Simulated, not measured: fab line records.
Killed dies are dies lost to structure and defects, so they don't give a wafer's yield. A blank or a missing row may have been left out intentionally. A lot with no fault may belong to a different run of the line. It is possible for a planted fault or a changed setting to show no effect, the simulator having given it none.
Matching of chambers || flow n5 finfet || 4 sister chambers for N5_BEOL_M4_ETCH_70 on rie diel-03
The step etches SOC in N2/H2, target depth 80 nm, overetch 24 nm, time 130 s. 20 wafers are shown with their chamber, then 10 later ones without.

== WAFERS WITH THEIR CHAMBER ==
{"wafer": "L083.1", "chamber": 3, "throttle valve pct (%)": 17.80, "showerhead plenum p Torr (Torr)": 2.58, "drypump motor current A (A)": 5.4}
{"wafer": "L083.4", "chamber": 0, "throttle valve pct (%)": 17.32, "showerhead plenum p Torr (Torr)": 2.60, "drypump motor current A (A)": 5.8}
{"wafer": "L083.5", "chamber": 2, "throttle valve pct (%)": 17.83, "showerhead plenum p Torr (Torr)": 2.70, "drypump motor current A (A)": 4.9}
{"wafer": "L081.4", "chamber": 0, "throttle valve pct (%)": 17.32, "showerhead plenum p Torr (Torr)": 2.60, "drypump motor current A (A)": 5.8}
{"wafer": "L081.5", "chamber": 3, "throttle valve pct (%)": 17.80, "showerhead plenum p Torr (Torr)": 2.58, "drypump motor current A (A)": 5.4}
{"wafer": "L081.6", "chamber": 2, "throttle valve pct (%)": 17.81, "showerhead plenum p Torr (Torr)": 2.70, "drypump motor current A (A)": 4.9}
{"wafer": "L080.3", "chamber": 2, "throttle valve pct (%)": 17.84, "showerhead plenum p Torr (Torr)": 2.70, "drypump motor current A (A)": 4.9}
{"wafer": "L080.4", "chamber": 3, "throttle valve pct (%)": 17.80, "showerhead plenum p Torr (Torr)": 2.57, "drypump motor current A (A)": 5.4}
{"wafer": "L080.5", "chamber": 2, "throttle valve pct (%)": 17.83, "showerhead plenum p Torr (Torr)": 2.70, "drypump motor current A (A)": 5.0}
{"wafer": "L084.4", "chamber": 3, "throttle valve pct (%)": 17.80, "showerhead plenum p Torr (Torr)": 2.57, "drypump motor current A (A)": 5.4}
{"wafer": "L084.5", "chamber": 0, "throttle valve pct (%)": 17.32, "showerhead plenum p Torr (Torr)": 2.60, "drypump motor current A (A)": 5.9}
{"wafer": "L084.6", "chamber": 1, "throttle valve pct (%)": 17.74, "showerhead plenum p Torr (Torr)": 2.61, "drypump motor current A (A)": 5.8}
{"wafer": "L085.1", "chamber": 1, "throttle valve pct (%)": 17.72, "showerhead plenum p Torr (Torr)": 2.61, "drypump motor current A (A)": 5.8}
{"wafer": "L085.2", "chamber": 0, "throttle valve pct (%)": 17.33, "showerhead plenum p Torr (Torr)": 2.60, "drypump motor current A (A)": 5.8}
{"wafer": "L085.6", "chamber": 1, "throttle valve pct (%)": 17.74, "showerhead plenum p Torr (Torr)": 2.61, "drypump motor current A (A)": 5.9}
{"wafer": "L086.2", "chamber": 1, "throttle valve pct (%)": 17.74, "showerhead plenum p Torr (Torr)": 2.61, "drypump motor current A (A)": 5.9}
{"wafer": "L086.3", "chamber": 2, "throttle valve pct (%)": 17.84, "showerhead plenum p Torr (Torr)": 2.70, "drypump motor current A (A)": 4.9}
{"wafer": "L086.4", "chamber": 0, "throttle valve pct (%)": 17.36, "showerhead plenum p Torr (Torr)": 2.59, "drypump motor current A (A)": 5.8}
{"wafer": "L088.1", "chamber": 1, "throttle valve pct (%)": 17.77, "showerhead plenum p Torr (Torr)": 2.60, "drypump motor current A (A)": 5.9}
{"wafer": "L088.3", "chamber": 3, "throttle valve pct (%)": 17.83, "showerhead plenum p Torr (Torr)": 2.57, "drypump motor current A (A)": 5.4}

SIGNATURES, as means of the wafers listed above
{"reading": "throttle valve pct", "chamber 0": 17.3300, "chamber 1": 17.7420, "chamber 2": 17.8300, "chamber 3": 17.8060, "scatter within a chamber": 0.0154}
{"reading": "showerhead plenum p Torr", "chamber 0": 2.5980, "chamber 1": 2.6080, "chamber 2": 2.7000, "chamber 3": 2.5740, "scatter within a chamber": 0.00418}
{"reading": "drypump motor current A", "chamber 0": 5.820, "chamber 1": 5.860, "chamber 2": 4.920, "chamber 3": 5.400, "scatter within a chamber": 0.0418}
Rule: a wafer's distance from a chamber is the root of the sum, over the readings, of the square of ((its reading less the chamber's mean) divided by the reading's scatter). If the next closest chamber is less than 2 further off than the closest, the wafer can't be placed; otherwise it belongs to the closest. The scatter is the square root of a quotient: the sum, over the shown wafers, of each reading's squared deviation from its chamber's mean, divided by wafers minus chambers.

== WAFERS WHOSE CHAMBER IS MISSING ==
{"wafer": "L088.5", "throttle valve pct (%)": 17.76, "showerhead plenum p Torr (Torr)": 2.60, "drypump motor current A (A)": 5.9}
{"wafer": "L089.2", "throttle valve pct (%)": 17.84, "showerhead plenum p Torr (Torr)": 2.57, "drypump motor current A (A)": 5.5}
{"wafer": "L089.4", "throttle valve pct (%)": 17.76, "showerhead plenum p Torr (Torr)": 2.60, "drypump motor current A (A)": 5.9}
{"wafer": "L089.5", "throttle valve pct (%)": 17.86, "showerhead plenum p Torr (Torr)": 2.57, "drypump motor current A (A)": 5.5}
{"wafer": "L097.2", "throttle valve pct (%)": 17.86, "showerhead plenum p Torr (Torr)": 2.56, "drypump motor current A (A)": 5.4}
{"wafer": "L097.4", "throttle valve pct (%)": 17.88, "showerhead plenum p Torr (Torr)": 2.69, "drypump motor current A (A)": 4.9}
{"wafer": "L097.6", "throttle valve pct (%)": 17.85, "showerhead plenum p Torr (Torr)": 2.56, "drypump motor current A (A)": 5.4}
{"wafer": "L095.3", "throttle valve pct (%)": 17.89, "showerhead plenum p Torr (Torr)": 2.69, "drypump motor current A (A)": 4.9}
{"wafer": "L095.4", "throttle valve pct (%)": 17.39, "showerhead plenum p Torr (Torr)": 2.59, "drypump motor current A (A)": 5.8}
{"wafer": "L095.5", "throttle valve pct (%)": 17.89, "showerhead plenum p Torr (Torr)": 2.69, "drypump motor current A (A)": 5.0}

== WHICH CHAMBER EACH WENT THROUGH ==
{"wafer": "L088.5", "from the rows above": 1, "in truth": 1}
{"wafer": "L089.2", "from the rows above": 3, "in truth": 3}
{"wafer": "L089.4", "from the rows above": 1, "in truth": 1}
{"wafer": "L089.5", "from the rows above": 3, "in truth": 3}
{"wafer": "L097.2", "from the rows above": 3, "in truth": 3}
{"wafer": "L097.4", "from the rows above": 2, "in truth": 2}
{"wafer": "L097.6", "from the rows above": 3, "in truth": 3}
{"wafer": "L095.3", "from the rows above": 2, "in truth": 2}
{"wafer": "L095.4", "from the rows above": 0, "in truth": 0}
{"wafer": "L095.5", "from the rows above": 2, "in truth": 2}
10 of 10 placed correctly. Left unplaced by these rows: 0. Wrongly placed: 0.
